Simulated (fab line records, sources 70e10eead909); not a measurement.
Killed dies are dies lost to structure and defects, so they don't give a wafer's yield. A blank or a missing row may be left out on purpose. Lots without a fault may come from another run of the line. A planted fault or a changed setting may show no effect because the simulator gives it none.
Chamber matching | flow nand_harc | NHARC_A_WL_FILL_ALD_10 on ald_hk-04: 4 sister chambers
The step deposits SiO2, target thk 50 nm, pulse time 10 s, ald cycles 500. 8 wafers are shown with their chamber, then 10 later ones without.

WAFERS WITH THEIR CHAMBER
wafer  | chamber | heater_power_w (W) | precursor_pulse_height_rel
L079.2 | 1       | 486                | 1.005
L079.4 | 3       | 455                | 1.025
L085.1 | 0       | 501                | 0.992
L087.1 | 1       | 481                | 1.003
L087.4 | 3       | 467                | 0.979
L087.5 | 2       | 405                | 1.017
L089.2 | 2       | 411                | 1.017
L089.1 | 0       | 499                | 1.007

WAFERS WITHOUT THEIR CHAMBER
wafer  | heater_power_w (W) | precursor_pulse_height_rel
L089.4 | 482                | 1.033
L090.2 | 467                | 1.020
L090.3 | 413                | 1.002
L090.5 | 491                | 0.976
L093.4 | 474                | 1.004
L093.1 | 491                | 0.977
L093.6 | 492                | 0.983
L095.3 | 495                | 0.961
L095.1 | 471                | 0.972
L095.6 | 480                | 0.999

WHICH CHAMBER EACH WENT THROUGH
wafer  | from the rows above     | in truth
L089.4 | 1                       | 1
L090.2 | can't be placed: 3 or 1 | 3
L090.3 | 2                       | 2
L090.5 | can't be placed: 1 or 0 | 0
L093.4 | can't be placed: 1 or 3 | 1
L093.1 | can't be placed: 1 or 0 | 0
L093.6 | can't be placed: 0 or 1 | 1
L095.3 | can't be placed: 0 or 1 | 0
L095.1 | can't be placed: 3 or 1 | 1
L095.6 | 1                       | 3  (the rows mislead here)
Placed correctly: 2 of 10. Can't be placed from these rows: 7 (the true chamber is among the candidates in 7). Placed wrongly: 1.
How it was worked out, from the rows above alone: a wafer's distance from a chamber is the root of the sum, over the readings, of the square of ((its reading less the chamber's mean) divided by the reading's scatter). The wafer belongs to the nearest chamber; if the next one is less than 2 further off, it can't be placed. A chamber's mean is the mean of its shown wafers. The scatter: the root of (the sum of the squares of (reading less its chamber's mean) over the shown wafers, divided by (wafers less chambers)).
